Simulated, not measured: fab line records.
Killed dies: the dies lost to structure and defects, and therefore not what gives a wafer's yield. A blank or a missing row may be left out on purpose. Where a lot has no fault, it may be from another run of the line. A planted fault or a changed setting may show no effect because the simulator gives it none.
fab line records ; flow n5-finfet
record: lots: 4; wafers: 12; last-day: 17
route steps=1938 shown BEOL_M13@1692 BEOL_M14@1716 PASSIVATION@1936
lots that met no fault: taken from a fault-free run of the same line
start-h: hours from the record's opening day to when the first of the lot's shown wafers began ; wait-h: hours elapsed since this lot's preceding step ; " the same as in the row above ; L1.1+2: several wafers, shown together as one row ; - no value present, or no start provided ; * or withheld: withheld ; < > ~ a bound
route shown NAME@n: names a module that has steps shown in the file, with the first one's number in the route ; usual: mean/standard deviation taken from wafers without a fault ; same: alike in all rows ; chamber/n: place in a boat ; sites: each site's reading ; _std_site: the standard deviation of these ; _edge_site: mean of outer sites minus mean of inner sites ; radius-mm: for every site, how far away it sits from the centre of the wafer ; mask NAME#n: copy n ; behind: the most recent tool/chamber to have shaped the wafer ; hold: reason for holding the lot/hours on hold/outcome of the hold ; device: names the non-switching transistor (n, p or np) ; end of line: at the end of the route, the tests of the same wafers ; a step given without rows: its recipe and nothing more ; killed: at the first sort, the dies lost to defects and structure; wafer yield is something else ; map: the dies of a wafer, with x for killed, . for not killed, _ for no die there
set.NAME: the run value of the setting; set.NAME@STEP: its run value at that earlier step ; model.NAME: the simulator's own value behind a step, which no gauge read
lots seen at some steps along the route; tables by step, rows by wafer
== steps ==
step: N5_BEOL_M13_DESCUM_33
recipe: chemistry: O2; time-s: 7.9; source-power-w: 50; bias-power-w: 20; pressure-mtorr: 20; rf-frequency-hz: 2.712e+07; temp-c: 40; o2-flow-sccm: 225
step: N5_BEOL_M13_ETCH_67
recipe: chemistry: CF4; target: SiARC; target-depth-a: 1430; time-s: 238.3; ion-energy-ev: 80; pressure-mtorr: 40; source-w: 545; bias-w: 36; Ar_flow_sccm: 100; cf4-flow-sccm: 100; ends: cleared
step: N5_BEOL_M13_ETCH_68
recipe: chemistry: N2/H2; target: SOC; mask-material: SiARC; source-w: 3000; bias-w: 350; temp-c: 40; time-s: 355; ion-energy-ev: 200; pressure-mtorr: 30; n2-flow-sccm: 200; h2-flow-sccm: 200
step: N5_BEOL_M13_STRIP_69
recipe: chemistry: N2/H2; temp-c: 40; n2-flow-sccm: 200; h2-flow-sccm: 200; rf-frequency-hz: 6e+07
step: N5_BEOL_M13_TRENCH_ETCH_34
recipe: chemistry: C4F8/O2/Ar; target: SiOC; target-depth-a: 4134.7; mask-material: SOC; pressure-mtorr: 30; source-w: 3000; bias-w: 700; Ar_flow_sccm: 400; C4F8_flow_sccm: 15; O2_flow_sccm: 8; he-inner-torr: 15; he-outer-torr: 30; time-s: 162.6; ion-energy-ev: 250
step: N5_BEOL_M13_STRIP_70
recipe: chemistry: C4F8/O2/Ar; resist: SiARC; rf-frequency-hz: 6e+07
step: N5_BEOL_M13_STRIP_37
recipe: chemistry: N2/H2; power-w: 1000; temp-c: 250; h2-frac: 0.65; overash-fraction: 0.3; pressure-mtorr: withheld; n2-flow-sccm: 1750; h2-flow-sccm: 3250
step: N5_BEOL_M13_ETCH_38
recipe: chemistry: CF4/N2; target: SiCN; target-depth-a: 675; taper-deg: 2; time-s: 71.9; ion-energy-ev: 150; mask-material: SiO2; pressure-mtorr: 40; source-w: 430; bias-w: 70; Ar_flow_sccm: 100; cf4-flow-sccm: 60; n2-flow-sccm: 60
step: N5_BEOL_M13_PRECLEAN_39
recipe: chemistry: residue-remover; time-s: 60; temp-c: 40
lot.wafer;tool;chamber;start-h;wait-h
L920.2+5+6;wet-bench-02;3,0,1;273.80;0.1
L925.1+2+5;wet-bench-02;1,0,3;339.79;0.1
L930.3+5+6;wet-bench-02;4,0,3;342.79;0.1
L935.3+4+6;wet-bench-01;1,5,0;374.68;0.1
step: N5_BEOL_M13_SRD_40
recipe: time-s: 30; temp-c: 23; rinse-liquid: diw; dry: n2-spin; spin-rpm: 1500; dry-time-s: 30
step: N5_BEOL_M13_DEGAS_41
recipe: ambient: vacuum; temp-c: 250; time-s: 60
step: N5_BEOL_M13_PRE_CLEAN_42
recipe: gas: H2/He; time-s: 30; temp-c: 250
step: N5_BEOL_M13_SPUTTER_43
recipe: material: TaN; target-thk-a: 150; temp-c: 50; bias-v: 168.6; power-w: 15000; chamber-pressure-pa: 0.12; time-s: 24.19
step: N5_BEOL_M13_SPUTTER_44
recipe: material: Ta; target-thk-a: 100; temp-c: 50; bias-v: 80; power-w: 15000; chamber-pressure-pa: 0.07; time-s: 16.13
step: N5_BEOL_M13_SPUTTER_45
recipe: material: Cu; target-thk-a: 800; temp-c: -20; bias-v: 60; power-w: 26000; chamber-pressure-pa: 0.13; time-s: 13.33
step: N5_BEOL_M13_ECD_47
recipe: material: Cu; target-thk-a: 9360
step: N5_BEOL_M13_ANNEAL_48
recipe: temp-c: 225; time-s: 90; ambient: N2
step: N5_BEOL_M13_CMP_49
recipe: stop-on: SiOC; t-overpolish-s: 17.1; down-force-psi: 1; platen-rpm: 50; clearing-platen-down-force-psi: 1.5; clearing-platen-rpm: 50; post-cmp-clean: cu-alkaline; target-thk-nm: 420; clearing-platen-pad-velocity-m-s: 0.99484; pad-velocity-m-s: 0.99484
step: N5_BEOL_M13_PRE_CLEAN_52
recipe: gas: NH3; time-s: 15; temp-c: withheld; rf-power-w: 300
step: N5_BEOL_M13_DEP_53
recipe: material: SiCN; target-thk-a: 500; temp-c: withheld; precursor: 3MS/NH3; pressure-torr: 3; rf-w: 675; time-s: 17.8
step: N5_BEOL_M14_ILD_DEP_00
recipe: material: SiO2; target-thk-a: 11193; temp-c: 400; precursor: TEOS/O2; pressure-torr: 6.5; rf-w: 900; teos-flow-sccm: 161.4; gas: O2; flow-sccm: 2650; time-s: 237.4
step: N5_BEOL_M14_COAT_58
recipe: resist: BARC; temp-c: 205; time-s: 60; spin-rpm: 1500; resist-thk-nm: 89
step: N5_BEOL_M14_COAT_04
recipe: spin-rpm: 1704; resist-thk-nm: 800
step: N5_BEOL_M14_EBR_06
recipe: solvent: PGMEA; ebr-width-mm: 1.5
step: N5_BEOL_M14_SOFTBAKE_05
recipe: temp-c: 130; time-s: 60
step: N5_BEOL_M14_EXPOSE_07
recipe: mask-id: V13; na: 0.8; source-shape: annular; sigma-inner: 0.5; sigma-outer: 0.8; polarization: unpolarized; attpsm-phase-deg: 180; dose-mj: 57
step: N5_BEOL_M14_PEB_08
recipe: peb-temp-c: 130; peb-time-s: 90
step: N5_BEOL_M14_DEVELOP_09
recipe: develop-time-s: 45; rinse-liquid: diw; dry: air-spin; dev-temp-c: 21
step: N5_BEOL_M14_HARDBAKE_14
recipe: temp-c: 130; time-s: 120
step: N5_BEOL_M14_DESCUM_15
recipe: chemistry: O2; time-s: 7.9; source-power-w: 50; bias-power-w: 20; pressure-mtorr: 20; rf-frequency-hz: 2.712e+07; temp-c: 40; o2-flow-sccm: 225
step: N5_BEOL_M14_ETCH_59
recipe: chemistry: N2/H2; target: BARC; target-depth-a: 890; overetch-a: 267; time-s: 67.9; ion-energy-ev: 200; pressure-mtorr: 30; source-w: 840; bias-w: 150; n2-flow-sccm: 200; h2-flow-sccm: 200
step: N5_PASSIVATION_PROBE_49
usual: defect-limited-yield: 90.9/1.3; killed_at_M0_to_M3: 35/10; killed_at_M4_up: 15/5.7; killed-at-contacts: 14/6.4; killed-at-front-end: 40/11; killed-at-other: 4/3.1; killed-dies: 108/16; killed-on-rim: 14/3.6; killed-open: 71/11; killed-short: 34/7.7; sort_bin_5_function: 5.4/0.9; sort_bin_6_memory: 3.4/0.61; sort-n-pass: 1072/16; sort-yield-pct: 90.9/1.3
same: gross-dies: 1180; killed-at-back-side: 0; sort_bin_4_leakage[%]: 0; sort_bin_8_speed[%]: 0
lot.wafer;tool;chamber;start-h;wait-h;defect-limited-yield[%];killed_at_M0_to_M3;killed_at_M4_up;killed-at-contacts;killed-at-front-end;killed-at-other;killed-dies;killed-on-rim;killed-open;killed-short;sort_bin_5_function[%];sort_bin_6_memory[%];sort-n-pass;sort-yield-pct[%]
L920.2;prober-01;-;299.84;0.1;89.8;35;18;16;46;5;120;16;78;41;6.3;3.6;1060;89.8
L920.5;prober-01;-;299.99;0.2;88.6;29;18;30;51;7;135;10;91;44;7.4;3.7;1045;88.6
L920.6;prober-01;-;300.04;0.3;90.1;29;7;27;53;1;117;10;78;39;5.2;4.6;1063;90.1
L930.3;prober-01;-;369.69;0.1;85.2;42;96;5;30;2;175;30;62;28;9.2;3.2;1005;85.2
L930.5;prober-01;-;369.79;0.2;83.7;37;103;11;34;7;192;30;63;31;9.8;3.1;988;83.7
L930.6;prober-01;-;369.84;0.3;84.2;30;101;14;37;4;186;32;59;32;8.6;3.9;994;84.2
L925.1;prober-02;-;370.53;0.0;79.7;24;132;17;61;6;240;33;82;39;11.9;4.8;940;79.7
L925.2;prober-02;-;370.58;0.1;81.7;37;124;14;37;4;216;33;73;33;11.1;4.7;964;81.7
L925.5;prober-02;-;370.73;0.2;84.5;30;103;7;38;5;183;29;61;24;7.8;4.7;997;84.5
killed by level:class
L920.2 BEOL_M1:geometric-particle:open=16 FIN_SAQP:geometric-particle:short=13 MOL_CONTACT_COAG:geometric-particle:open=12 STI_FIN_REVEAL:geometric-particle:open=9 BEOL_M3:geometric-particle:open=9 BEOL_M4:geometric-particle:open=7 FIN_SAQP:geometric-particle:open=5 BEOL_M5:geometric-particle:open=5
L920.5 MOL_CONTACT_COAG:geometric-particle:open=22 FIN_SAQP:geometric-particle:open=15 STI_FIN_REVEAL:geometric-particle:open=13 FIN_SAQP:geometric-particle:short=11 BEOL_M4:geometric-particle:open=10 BEOL_M2:geometric-particle:open=9 MOL_CONTACT_COAG:geometric-particle:short=8 BEOL_M1:geometric-particle:open=5
L920.6 MOL_CONTACT_COAG:geometric-particle:open=23 FIN_SAQP:geometric-particle:open=14 FIN_SAQP:geometric-particle:short=13 BEOL_M2:geometric-particle:open=10 DUMMY_GATE:geometric-particle:open=5 BEOL_M0_SAQP:geometric-particle:open=5 STI_FIN_REVEAL:geometric-particle:short=4 STI_FIN_REVEAL:geometric-particle:open=4
L930.3 BEOL_M13:unspecified=85 BEOL_M2:geometric-particle:open=10 FIN_SAQP:geometric-particle:open=7 BEOL_M2:geometric-particle:short=7 BEOL_M4:geometric-particle:open=7 BEOL_M1:geometric-particle:open=6 DUMMY_GATE:geometric-particle:open=6 BEOL_M0_SAQP:geometric-particle:open=6
L930.5 BEOL_M13:unspecified=97 MOL_CONTACT_COAG:geometric-particle:open=10 BEOL_M2:geometric-particle:open=10 GATE_CUT:geometric-particle:short=7 FIN_SAQP:geometric-particle:open=6 BEOL_M0_SAQP:geometric-particle:short=6 BEOL_M0_SAQP:geometric-particle:open=5 STI_FIN_REVEAL:geometric-particle:open=5
L930.6 BEOL_M13:unspecified=92 MOL_CONTACT_COAG:geometric-particle:open=9 BEOL_M2:geometric-particle:open=8 FIN_SAQP:geometric-particle:open=7 GATE_CUT:geometric-particle:open=7 GATE_CUT:geometric-particle:short=6 BEOL_M3:geometric-particle:open=6 MOL_CONTACT_COAG:geometric-particle:short=5
L925.1 BEOL_M13:unspecified=118 FIN_SAQP:geometric-particle:open=20 MOL_CONTACT_COAG:geometric-particle:open=13 STI_FIN_REVEAL:geometric-particle:open=11 FIN_SAQP:geometric-particle:short=8 BEOL_M3:geometric-particle:short=7 BEOL_M4:geometric-particle:open=6 BEOL_M0_SAQP:geometric-particle:short=5
L925.2 BEOL_M13:unspecified=110 MOL_CONTACT_COAG:geometric-particle:open=12 FIN_SAQP:geometric-particle:open=9 BEOL_M0_SAQP:geometric-particle:open=9 STI_FIN_REVEAL:geometric-particle:open=8 BEOL_M0_SAQP:geometric-particle:short=8 FIN_SAQP:geometric-particle:short=7 BEOL_M4:geometric-particle:open=7
L925.5 BEOL_M13:unspecified=95 STI_FIN_REVEAL:geometric-particle:open=14 BEOL_M3:geometric-particle:open=10 FIN_SAQP:geometric-particle:short=7 MOL_CONTACT_COAG:geometric-particle:open=7 BEOL_M2:geometric-particle:open=4 STARTING-WAFER:geometric-particle:open=4 FIN_SAQP:geometric-particle:open=3
map L925.1 (x killed, . not)
_________________.......x....________________
______________.................._____________
___________...........x..........xx__________
__________...x....x.x......x.x......_________
________x.x.....................x..x.._______
_______..x..........x.xx..x...........x______
______..x........x.x.x...x.........x.xxx_____
_____................x..x.x.x.....xx.xxxx____
____.........................xx..x.xxxxxxx___
___x..x...x.......x.....x.......x.xxxxxxxxx__
___...x.x.x...............x.x..xxxxxxxxxxxx__
__...x...............x........xxx.xxxxxxxxxx_
__..............x....x..........xxxxxxxxxxxx_
_...................x..........xxxxxxxxxxxxxx
_.........................x....x..xxxxxxxxxxx
_x.x............xx...........x...x.xxxxxxxx..
_......x.x.......x................xxxxxxxxxxx
_..xxx..........xx.........x..x.......xxxx.xx
_x...x.x.........x....x...x....x...x.xxxxx...
_..x....x.........x.x.x..............x...x...
_..x..x..........................x...........
__.x...................x...................._
__x..............x.x..x....................._
___....x...........x.......x....x....x.x...__
___...x.....x......................x...x...__
____....xx.........x..x...................___
_____....................................____
______.......x..........x.............x._____
_______.........x..........x...........______
________.......x...............x...x.._______
__________...x..x..x...x.x......x.x._________
___________..............x...x.....__________
______________..x..............._____________
_________________........x...________________
map L930.5 (x killed, . not)
_________________............________________
______________............x....._____________
___________.x...................x..__________
__________.........................._________
________...........x..............x..._______
_______..........x....x.........x.x..x.______
______........x...............x........x_____
_____........x...x...x..x.......x........____
____.........x..x.......x.x.....x...x.....___
___..xx.......x......xx.................x..__
___.x......................................__
__....................x...............x....._
__................x..................x......_
_...x..x....................x................
_.......x..xx......................xx........
_..............x........xx.x.................
_...x...........x..........x...............x.
_.....................................x......
_............x...x..........x......x......x.x
_....................x.x.....................
_...x.............x..x..xx..x...............x
__............................x....x.x.....x_
__...........x.........x...x.x....x........._
___....xxxx..xx...........................x__
___.....xxxxx...x.........x........x.x....x__
____..x.xxxxxxxxxx....x...................___
_____..xxxxxxxxxxx...........x.........x.____
______xxxxxxxxxxxxx.x......x............_____
_______xxxxxxxxxxxxxx......x....xx....x______
________xxxxxxxxxxxxx.x........x......_______
__________xxxxxxxxx......x......x..._________
___________xxxxxxx.................__________
______________xxxxx.x..........._____________
_________________x.......x...________________
== key ==
first-sign: step: N5_PASSIVATION_PROBE_49; reading: killed_at_M4_up; direction: up; sigmas: 17; usual: 15; struck: 110
effect: step: N5_PASSIVATION_PROBE_49; reading: defect-limited-yield; direction: down; sigmas: 5.8; usual: 90.9; struck: 83.2
more-kills-born-at: N5_BEOL_M13_PRECLEAN_39@wet-bench-02: 597
met-at N5_BEOL_M13_PRECLEAN_39
struck-wafers L925.1,L925.2,L925.5,L930.3,L930.5,L930.6
onset-between 273.80 339.79
fault: kind: chamber-particle-source; tool: wet-bench-02; chamber: -; onset-h: 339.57; steps: N5_BEOL_M13_PRECLEAN_39; rate-per-visit-cm2: 1.4247; end-h: 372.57
